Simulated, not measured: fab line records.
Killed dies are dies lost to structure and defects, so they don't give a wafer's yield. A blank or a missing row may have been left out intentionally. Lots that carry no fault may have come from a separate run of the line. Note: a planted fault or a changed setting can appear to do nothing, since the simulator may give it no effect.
Chamber matching	flow n5 finfet	N5_HKMG_FIN_STRIP_57 on rie diel-01: 4 sister chambers
The step strips in CF4. 8 wafers are shown with their chamber, then 7 later ones without.

WAFERS WITH THEIR CHAMBER
wafer	chamber	drypump motor current A (A)	throttle valve pct (%)
L193.2	0	5.3	13.41
L194.3	2	5.2	13.48
L194.5	1	5.4	13.34
L195.1	3	6.2	13.07
L195.3	0	5.3	13.42
L195.6	1	5.5	13.34
L197.1	2	5.2	13.50
L197.2	3	6.2	13.06

WAFERS WITHOUT THEIR CHAMBER
wafer	drypump motor current A (A)	throttle valve pct (%)
L197.6	5.2	13.50
L208.1	6.2	13.12
L208.4	5.3	13.48
L208.5	5.1	13.53
L211.3	6.2	13.13
L211.5	5.3	13.48
L211.6	5.4	13.43

WHICH CHAMBER EACH ONE RAN IN
wafer	from the rows above	in truth
L197.6	2	2
L208.1	3	3
L208.4	2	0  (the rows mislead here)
L208.5	2	2
L211.3	3	3
L211.5	2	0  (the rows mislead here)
L211.6	0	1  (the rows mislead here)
4 of 7 placed correctly. From these rows, 0 cannot be placed. 3 placed wrongly.
How it was worked out, from the rows above alone: a wafer's distance from a chamber is the root of the sum, over the readings, of the square of ((its reading less the chamber's mean) divided by the reading's scatter). The wafer belongs to the nearest chamber; if the next one is less than 2 further off, it can't be placed. For every chamber, the mean is computed from those of its wafers that are shown. The scatter: take each reading less its chamber's mean, square it, sum over the shown wafers, divide by the number of wafers less the number of chambers, and take the root.
